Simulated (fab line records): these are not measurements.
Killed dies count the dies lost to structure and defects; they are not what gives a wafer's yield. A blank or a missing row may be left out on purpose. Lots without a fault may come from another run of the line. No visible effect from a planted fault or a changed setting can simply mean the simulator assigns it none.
Matching of chambers / flow n5_finfet / N5_BEOL_M11_DESCUM_33 on rie_diel-05: 4 sister chambers
The step chemistry O2, time 7.9 s. 14 wafers are shown with their chamber, then 7 later ones without.

## EACH WAFER AND ITS CHAMBER
wafer=L076.1; chamber=3; drypump_motor_current_A (A)=5.1; showerhead_plenum_p_Torr (Torr)=2.08; throttle_valve_pct (%)=20.3
wafer=L076.4; chamber=0; drypump_motor_current_A (A)=5.8; showerhead_plenum_p_Torr (Torr)=2.04; throttle_valve_pct (%)=20.3
wafer=L076.5; chamber=2; drypump_motor_current_A (A)=6.0; showerhead_plenum_p_Torr (Torr)=2.16; throttle_valve_pct (%)=20.9
wafer=L075.2; chamber=3; drypump_motor_current_A (A)=5.1; showerhead_plenum_p_Torr (Torr)=2.07; throttle_valve_pct (%)=20.3
wafer=L075.4; chamber=1; drypump_motor_current_A (A)=5.6; showerhead_plenum_p_Torr (Torr)=2.14; throttle_valve_pct (%)=20.2
wafer=L075.6; chamber=0; drypump_motor_current_A (A)=5.8; showerhead_plenum_p_Torr (Torr)=2.04; throttle_valve_pct (%)=20.3
wafer=L090.3; chamber=3; drypump_motor_current_A (A)=5.1; showerhead_plenum_p_Torr (Torr)=2.07; throttle_valve_pct (%)=20.0
wafer=L090.4; chamber=2; drypump_motor_current_A (A)=6.0; showerhead_plenum_p_Torr (Torr)=2.15; throttle_valve_pct (%)=20.9
wafer=L090.5; chamber=1; drypump_motor_current_A (A)=5.6; showerhead_plenum_p_Torr (Torr)=2.14; throttle_valve_pct (%)=20.2
wafer=L092.1; chamber=3; drypump_motor_current_A (A)=5.2; showerhead_plenum_p_Torr (Torr)=2.07; throttle_valve_pct (%)=20.0
wafer=L092.2; chamber=1; drypump_motor_current_A (A)=5.6; showerhead_plenum_p_Torr (Torr)=2.13; throttle_valve_pct (%)=20.2
wafer=L092.6; chamber=3; drypump_motor_current_A (A)=5.1; showerhead_plenum_p_Torr (Torr)=2.07; throttle_valve_pct (%)=20.0
wafer=L091.1; chamber=1; drypump_motor_current_A (A)=5.6; showerhead_plenum_p_Torr (Torr)=2.13; throttle_valve_pct (%)=20.2
wafer=L091.2; chamber=3; drypump_motor_current_A (A)=5.2; showerhead_plenum_p_Torr (Torr)=2.07; throttle_valve_pct (%)=20.0

SIGNATURES (means of the wafers above)
reading=drypump_motor_current_A; chamber 0=5.800; chamber 1=5.600; chamber 2=6.000; chamber 3=5.133; scatter within a chamber=0.0365
reading=showerhead_plenum_p_Torr; chamber 0=2.0400; chamber 1=2.1350; chamber 2=2.1550; chamber 3=2.0717; scatter within a chamber=0.00483
reading=throttle_valve_pct; chamber 0=20.300; chamber 1=20.200; chamber 2=20.900; chamber 3=20.100; scatter within a chamber=0.11
Rule: for a wafer and a chamber, the distance is found by dividing, reading by reading, the gap between the wafer's reading and the chamber's mean by the reading's scatter, squaring, summing and taking the root. The wafer belongs to the nearest chamber; if the next one is less than 2 further off, it can't be placed. The scatter is the square root of a quotient: the sum, over the shown wafers, of each reading's squared deviation from its chamber's mean, divided by wafers minus chambers.

## WAFERS WITH NO CHAMBER GIVEN
wafer=L091.6; drypump_motor_current_A (A)=5.2; showerhead_plenum_p_Torr (Torr)=2.07; throttle_valve_pct (%)=20.0
wafer=L093.1; drypump_motor_current_A (A)=5.8; showerhead_plenum_p_Torr (Torr)=2.03; throttle_valve_pct (%)=20.4
wafer=L093.4; drypump_motor_current_A (A)=6.0; showerhead_plenum_p_Torr (Torr)=2.15; throttle_valve_pct (%)=20.9
wafer=L093.6; drypump_motor_current_A (A)=5.8; showerhead_plenum_p_Torr (Torr)=2.03; throttle_valve_pct (%)=20.4
wafer=L094.1; drypump_motor_current_A (A)=5.1; showerhead_plenum_p_Torr (Torr)=2.06; throttle_valve_pct (%)=20.0
wafer=L094.2; drypump_motor_current_A (A)=6.0; showerhead_plenum_p_Torr (Torr)=2.15; throttle_valve_pct (%)=20.9
wafer=L094.5; drypump_motor_current_A (A)=5.6; showerhead_plenum_p_Torr (Torr)=2.13; throttle_valve_pct (%)=20.2

## WHICH CHAMBER EACH ONE RAN IN
wafer=L091.6; from the rows above=3; in truth=3
wafer=L093.1; from the rows above=0; in truth=0
wafer=L093.4; from the rows above=2; in truth=2
wafer=L093.6; from the rows above=0; in truth=0
wafer=L094.1; from the rows above=3; in truth=3
wafer=L094.2; from the rows above=2; in truth=2
wafer=L094.5; from the rows above=1; in truth=1
Correctly placed: 7 of 7. Left unplaced by these rows: 0. Wrongly placed: 0.
